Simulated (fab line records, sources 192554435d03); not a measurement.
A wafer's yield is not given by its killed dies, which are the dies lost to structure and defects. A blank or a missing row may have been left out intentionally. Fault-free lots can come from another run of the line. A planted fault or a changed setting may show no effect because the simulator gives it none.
The same fault as seen by 3 desks ; flow n5_finfet ; only its own numbers are on each desk; what lay behind them is given at the end

TOOL OWNER'S DESK, rie_diel-05
The tool's own readings at N5_BEOL_M9_ETCH_62 (etches SOC in N2/H2, target depth 110 nm, overetch 22 nm, time 165 s): means of the sampled wafers that have a number, for each lot that ran on this tool. A lot is out of limits, marked OUT, if its mean lies more than 4 standard deviations from the usual mean; the brackets give that distance.
Columns: A = drypump_motor_current_A at N5_BEOL_M9_ETCH_62, usual 5.5 A; B = oes_product_au at N5_BEOL_M9_ETCH_62, usual 0.66 a.u.; C = rf_fwd_power_W at N5_BEOL_M9_ETCH_62, usual 837.5 W; D = rf_vpp_V at N5_BEOL_M9_ETCH_62, usual 523.9 V; E = showerhead_plenum_p_Torr at N5_BEOL_M9_ETCH_62, usual 2.54 Torr; F = throttle_valve_pct at N5_BEOL_M9_ETCH_62, usual 17.79 %
lot;first seen here;A;B;C;D;E;F
L245;day 11 10:17;6.1;0.59;837.6;520.2;2.41;18.11
L252;day 12 23:46;5.6;0.67;1039.5 (+78) OUT;486.9 (-15) OUT;2.51;17.88
L254;day 13 07:42;5.9;0.72;1041.4 (+78) OUT;488.0 (-15) OUT;2.53;17.80
Finding of this desk: L252, L254 out of limits; the first was L252 at day 12 23:46, on rf_fwd_power_W at N5_BEOL_M9_ETCH_62. Within limits: L245.

THE DEFECT DESK
Lot by lot, what the route's inspections counted, given as the mean of those sampled wafers with a number. A lot is out of limits, marked OUT, if its mean lies more than 4 standard deviations from the usual mean; the brackets give that distance.
Columns: A = raw_defect_count at N5_BEOL_M9_INSPECT_13, usual 387
lot;first seen here;A
L240;day 10 02:46;358
L245;day 11 09:55;549
L252;day 12 23:36;344
L254;day 13 07:35;442
L262;day 15 13:20;402
L260;day 15 13:54;362
This desk's verdict: no lot among the 6 shows anything out of limits.

METROLOGY DESK
What the gauges read for every lot (on any tool): the sampled wafers with a number, averaged. A lot is out of limits, marked OUT, if its mean lies more than 4 standard deviations from the usual mean; the brackets give that distance.
Columns: A = cd_nm at N5_BEOL_M9_CD_MEAS_11, usual 64.1 nm; B = M9_OVL at N5_BEOL_M9_OVL_MEAS_12, usual 0.2 nm
lot;first seen here;A;B
L240;day 10 02:41;63.0;1.1
L245;day 11 09:52;64.1;0.1
L252;day 12 23:33;64.2;0.4
L254;day 13 07:31;64.6;0.3
L262;day 15 13:17;64.0;0.8
L260;day 15 13:50;64.3;-0.2
This desk's verdict: no lot among the 6 shows anything out of limits.

PUT TOGETHER
The tool owner's desk could have raised an alarm at day 12 23:46, on L252, L254.
The defect desk saw nothing out of limits.
The metrology desk saw nothing out of limits.
The defect desk has L252, L254 on record, within its limits.
The metrology desk holds a record of L252, L254, inside its limits.
Of the lots named, all ran N5_BEOL_M9_ETCH_62 on rie_diel-05.

WHAT WAS PUT IN BY THE SIMULATOR
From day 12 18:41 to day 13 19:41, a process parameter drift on rie_diel-05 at N5_BEOL_M9_ETCH_62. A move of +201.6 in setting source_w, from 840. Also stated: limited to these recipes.
Lots struck among those shown: L252, L254.
Each desk's first reading out of limits, in hours after the fault started: the tool owner's desk, 5.
